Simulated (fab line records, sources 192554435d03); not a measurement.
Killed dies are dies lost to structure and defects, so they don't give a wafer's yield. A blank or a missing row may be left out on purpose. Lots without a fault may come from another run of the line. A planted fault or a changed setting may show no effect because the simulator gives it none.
A struck lot beside a sound one | flow n5_finfet | 14 steps out of a route of 1938
Sound: wafers L547.3, L547.5, L547.6. Struck: wafers L553.2, L553.3. The cause comes at the end.
At each step with rows: each side's tool, then ch and its chambers, then its first start. Under that, the readings that differ: sound wafers | struck wafers | difference of the means | sigmas: that difference in standard deviations of wafers without a fault.
alike: readings whose means differ by less than 2 such deviations, and words and numbers that are the same on both sides. not compared: withheld readings, readings that some wafer has no value for, bounds like >300 that may hide the same value, and numbers for which the record gives no deviation and whose values overlap.
The two part at a step that has a row with sigmas, a row that says differs or no value, or rows on one side only. Numbers that don't overlap but have no deviation are shown without sigmas and don't part them. A reading that every wafer of one side lacks parts them only if that side has two wafers or more.

N5_BEOL_M15_DESCUM_33: chemistry O2, time 7.9 s.
  sound on rie_diel-04 ch 0,1,2, day 12 20:07; struck on rie_diel-03 ch 0,3, day 14 14:58
  alike: drypump_motor_current_A, oes_product_au, rf_vpp_V, showerhead_plenum_p_Torr, throttle_valve_pct
  not compared: rf_hours_counter_h
then, 2 steps without rows for these wafers: N5_BEOL_M15_ETCH_61 (etches BARC in N2/H2, target depth 89 nm, overetch 26.7 nm, time 67.9 s); N5_BEOL_M15_TRENCH_ETCH_34 (etches SiO2 in C4F8/O2/Ar, target depth 872.93 nm, time 199 s).
N5_BEOL_M15_STRIP_36: strips in O2.
  sound on rie_diel-03 ch 1,2, day 12 20:39; struck on rie_diel-02 ch 0,2, day 14 15:55
  alike: drypump_motor_current_A, oes_product_au, rf_vpp_V, showerhead_plenum_p_Torr, throttle_valve_pct
  not compared: rf_hours_counter_h
N5_BEOL_M15_STRIP_62: strips in O2.
  sound on rie_diel-03 ch 1,2; struck on rie_diel-02 ch 0,2
  alike: drypump_motor_current_A, oes_product_au, rf_vpp_V, showerhead_plenum_p_Torr, throttle_valve_pct
  not compared: rf_hours_counter_h
N5_BEOL_M15_STRIP_37: strips in O2.
  sound on rie_diel-03 ch 1,2; struck on rie_diel-02 ch 0,2
  alike: drypump_motor_current_A, oes_product_au, rf_vpp_V, showerhead_plenum_p_Torr, throttle_valve_pct
  not compared: rf_hours_counter_h
then, 3 steps without rows for these wafers: N5_BEOL_M15_ETCH_38 (etches SiCN in CF4/N2, target depth 106.4 nm, time 120.5 s); N5_BEOL_M15_PRECLEAN_39 (cleans in residue remover, time 60 s); N5_BEOL_M15_SRD_40 (time 30 s, dry time 30 s).
N5_BEOL_M15_DEGAS_41: time 60 s.
  sound on pvd_sputter-01, day 12 21:18; struck on pvd_sputter-03, day 14 17:25
  alike: heater_power_w
then, 1 step without rows for these wafers: N5_BEOL_M15_PRE_CLEAN_42 (time 30 s).
N5_BEOL_M15_SPUTTER_43: material TaN, target thk 15 nm, time 24.19 s.
  sound on pvd_sputter-01, day 12 21:23; struck on pvd_sputter-03, day 14 17:29
  reading                                      | sound          | struck    | difference | sigmas
  model.TaN_of_BEOL_M15_SPUTTER_43.thk_nm (nm) | 15.4 15.4 15.4 | 15.6 15.8 | +0.3       |
  alike: chamber_pressure_pa, throttle_valve_pct
then, 2 steps without rows for these wafers: N5_BEOL_M15_SPUTTER_44 (material Ta, target thk 15 nm, time 24.19 s); N5_PASSIVATION_PROBE_49.

WHERE THEY PART
Nowhere in this record.

WHY: what the simulator had put in
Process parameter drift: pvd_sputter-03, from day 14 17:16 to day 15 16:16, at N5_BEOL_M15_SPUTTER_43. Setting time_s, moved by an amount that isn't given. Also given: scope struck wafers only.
